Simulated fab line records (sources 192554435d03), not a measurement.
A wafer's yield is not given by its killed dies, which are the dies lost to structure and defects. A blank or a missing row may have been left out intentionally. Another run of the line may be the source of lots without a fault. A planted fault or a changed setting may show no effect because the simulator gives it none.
Which of the tools did it?    flow n5 finfet    72 wafers from 24 lots sampled at 2 of the route's 1938 steps

WHAT THE GAUGES READ, wafer by wafer
N5_BEOL_M3_INSPECT_59: inspects for defects (darkfield). Usual: raw defect count 73, standard deviation 22.
lot   measured      on                 raw defect count  flag
L074  day 8 16:33   defect inspect-01  73 63 65          
L076  day 9 00:01   defect inspect-01  54 111 116        
L077  day 9 11:04   defect inspect-02  47 63 88          
L075  day 9 13:49   defect inspect-02  95 77 83          
L078  day 9 14:41   defect inspect-01  72 47 92          
L079  day 9 20:19   defect inspect-02  55 49 65          
L080  day 10 04:55  defect inspect-01  72 62 90          
L081  day 10 17:19  defect inspect-02  70 79 49          
L082  day 10 23:51  defect inspect-02  46 106 73         
L083  day 11 02:13  defect inspect-02  76 60 62          
L084  day 11 02:38  defect inspect-01  124 116 110       
L085  day 11 16:58  defect inspect-02  79 78 69          
L087  day 12 00:40  defect inspect-01  41 45 47          
L086  day 12 00:43  defect inspect-02  50 55 45          
L090  day 12 14:22  defect inspect-02  68 75 112         
L089  day 12 14:43  defect inspect-01  50 36 73          
L088  day 13 04:01  defect inspect-01  62 65 79          
L091  day 13 07:26  defect inspect-01  74 39 62          
L092  day 13 08:52  defect inspect-01  80 43 46          
L093  day 13 16:26  defect inspect-02  75 51 89          
L094  day 13 21:10  defect inspect-01  75 116 123        
L095  day 13 23:50  defect inspect-02  48 79 80          
L096  day 14 04:03  defect inspect-02  73 59 84          
L097  day 14 10:10  defect inspect-02  139 102 66        

N5_BEOL_M4_OVL_MEAS_12. Usual: M4_OVL -0.2 nm, standard deviation 0.7.
lot   measured      on          M4_OVL (nm)     flag
L074  day 8 19:47   overlay-01  -0.3 -0.3 -0.6  
L076  day 9 01:16   overlay-01  -1.3 -1.1 -1.0  
L077  day 9 13:18   overlay-02  0.1 -1.6 -0.1   
L075  day 9 14:53   overlay-02  0.9 1.4 1.3     
L078  day 9 17:04   overlay-02  -1.1 -0.9 -0.4  
L079  day 9 23:01   overlay-01  -1.3 -0.2 0.3   
L080  day 10 05:44  overlay-02  -0.9 0.1 0.2    
L081  day 10 18:44  overlay-02  0.1 0.9 -1.1    
L082  day 11 01:51  overlay-01  -0.6 -0.6 -0.4  
L083  day 11 04:12  overlay-02  -0.7 0.3 0.1    
L084  day 11 04:40  overlay-02  -1.3 -1.4 -1.5  
L085  day 11 19:56  overlay-02  0.7 0.9 0.2     
L087  day 12 01:59  overlay-01  -0.4 0.2 -0.6   
L086  day 12 02:09  overlay-02  -0.2 0.0 -0.8   
L090  day 12 17:04  overlay-02  0.4 0.5 0.3     
L089  day 12 17:10  overlay-02  -0.4 -1.0 0.6   
L088  day 13 07:16  overlay-01  -0.1 0.0 0.8    
L091  day 13 08:19  overlay-02  -1.0 0.4 -0.1   
L092  day 13 11:41  overlay-02  0.1 -0.2 -0.2   
L093  day 13 17:19  overlay-02  -1.1 -0.5 0.8   
L094  day 13 22:50  overlay-01  0.9 0.8 -0.2    
L095  day 14 01:00  overlay-01  -0.1 -0.6 -0.2  
L096  day 14 05:55  overlay-01  -0.9 -0.7 -0.9  
L097  day 14 11:26  overlay-02  -0.1 0.4 -0.1   

WHICH TOOL RAN EACH LOT (tool, then ch and the chambers of the sampled wafers, then the start)
Before these readings, the record contains no process step.

AS READ BY THE TOOLS THEMSELVES (means over the sampled wafers that have a number; for cases with no such wafer, the mark the record gives instead)
The record holds no such reading with a usual standard deviation.

THE ANSWER, worked out from the rows above alone
Rule: lot off if the mean of its wafers having a number is beyond 3 standard deviations from the usual mean. Also off: a lot with no number at a reading for which 4 or more lots have one. Where the step has rows for the other lots, those lots are counted as sound. The gauges are gone through in route order, then the tools' own readings, and for those a lot's mean is taken as printed above. At the first step where some lot is off, the reading lying furthest off is the one used; lots without a number count as furthest.
Nothing can be told from this: no lot is off at any reading shown.

WHAT HAD BEEN PUT IN BY THE SIMULATOR
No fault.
